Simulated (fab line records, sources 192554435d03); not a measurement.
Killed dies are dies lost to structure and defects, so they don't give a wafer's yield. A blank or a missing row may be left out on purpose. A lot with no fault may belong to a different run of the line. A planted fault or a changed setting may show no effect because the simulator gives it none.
A lot that was struck, set against a sound lot | flow n5-finfet | 14 out of 1938 route steps
Sound: the wafers L726.2, L726.4, L726.5. The struck wafers were L740.2, L740.6. The cause is given at the end.
For every step that has rows: the tool of each side, followed by ch and its chambers, followed by its first start. Under that, the readings that differ: sound wafers | struck wafers | difference of the means | sigmas: that difference in standard deviations of wafers without a fault.
alike: readings with means less than 2 such deviations apart, plus words and numbers identical on both sides. not compared: withheld readings, readings lacking a value on some wafer, bounds such as >300 that could conceal the same value, and numbers that have no deviation in the record and whose values overlap.
The two part at a step that has a row with sigmas, a row that says differs or no value, or rows on one side only. Non-overlapping numbers with no deviation appear without sigmas and do not part them. A reading that every wafer of one side lacks parts them only if that side has two wafers or more.

N5_BEOL_M15_STRIP_62: strips in O2.
  sound on rie-diel-01 ch 1,3; struck on rie-diel-05 ch 0,3
  alike: drypump-motor-current-A, oes-product-au, rf-vpp-V, showerhead-plenum-p-Torr, throttle-valve-pct
  not compared: rf-hours-counter-h
N5_BEOL_M15_STRIP_37: strips in O2.
  sound on rie-diel-01 ch 1,3; struck on rie-diel-05 ch 0,3
  alike: drypump-motor-current-A, oes-product-au, rf-vpp-V, showerhead-plenum-p-Torr, throttle-valve-pct
  not compared: rf-hours-counter-h
N5_BEOL_M15_ETCH_38: etches SiCN in CF4/N2, target depth 106.4 nm, time 120.5 s.
  sound on rie-diel-01 ch 1,3; struck on rie-diel-05 ch 0,3
  alike: drypump-motor-current-A, oes-product-au, rf-vpp-V, showerhead-plenum-p-Torr, throttle-valve-pct
  not compared: rf-hours-counter-h
then, 5 steps without rows for these wafers: N5_BEOL_M15_PRECLEAN_39 (cleans in residue remover, time 60 s); N5_BEOL_M15_SRD_40 (time 30 s, dry time 30 s); N5_BEOL_M15_DEGAS_41 (time 60 s); N5_BEOL_M15_PRE_CLEAN_42 (time 30 s); N5_BEOL_M15_SPUTTER_43 (material TaN, target thk 15 nm, time 24.19 s).
N5_BEOL_M15_SPUTTER_44: material Ta, target thk 15 nm, time 24.19 s.
  sound on pvd-sputter-01, day 11 07:40; struck on pvd-sputter-02, day 15 06:56
  alike: throttle-valve-pct
N5_BEOL_M15_SPUTTER_45: material Cu, target thk 100 nm, time 16.67 s.
  sound on pvd-sputter-01, day 11 07:45; struck on pvd-sputter-02, day 15 07:01
  reading                 | sound             | struck      | difference | sigmas
  chuck-sensor-temp-C (C) | -15.8 -16.8 -16.9 | -18.2 -18.3 | -1.8       | -2
  alike: throttle-valve-pct
then, 2 steps without rows for these wafers: N5_BEOL_M15_ECD_47 (material Cu, target thk 1860 nm); N5_BEOL_M15_ANNEAL_48 (time 90 s).
N5_BEOL_M15_CMP_49: polishes, stops on SiO2, t overpolish 4.9 s, target thk 850 nm.
  sound on cmp-04 ch 0,1,2, day 11 08:27; struck on cmp-03 ch 0,3, day 15 07:40
  reading                      | sound             | struck    | difference | sigmas
  barrier-field-endpoint-s (s) | 11.79 11.62 11.82 | 6.41 6.29 | -5.39      | -19
  alike: motor-current-A, overpolish-run-s, retaining-ring-pressure-frac
N5_PASSIVATION_PROBE_49:
  sound on prober-01, day 11 23:04; struck on prober-02, day 15 21:15
  alike: defect-limited-yield, killed_at_M0_to_M3, killed_at_M4_up, killed-at-contacts, killed-at-front-end, killed-at-other, killed-dies, killed-open, killed-short, sort_bin_5_function, sort_bin_6_memory, sort-n-pass, sort-yield-pct

## WHERE THEY PART
First at N5_BEOL_M15_SPUTTER_45; last, within this record, at N5_BEOL_M15_CMP_49. Later steps at which nothing parts them and some readings are alike: N5_PASSIVATION_PROBE_49.

WHY: what had been put in by the simulator
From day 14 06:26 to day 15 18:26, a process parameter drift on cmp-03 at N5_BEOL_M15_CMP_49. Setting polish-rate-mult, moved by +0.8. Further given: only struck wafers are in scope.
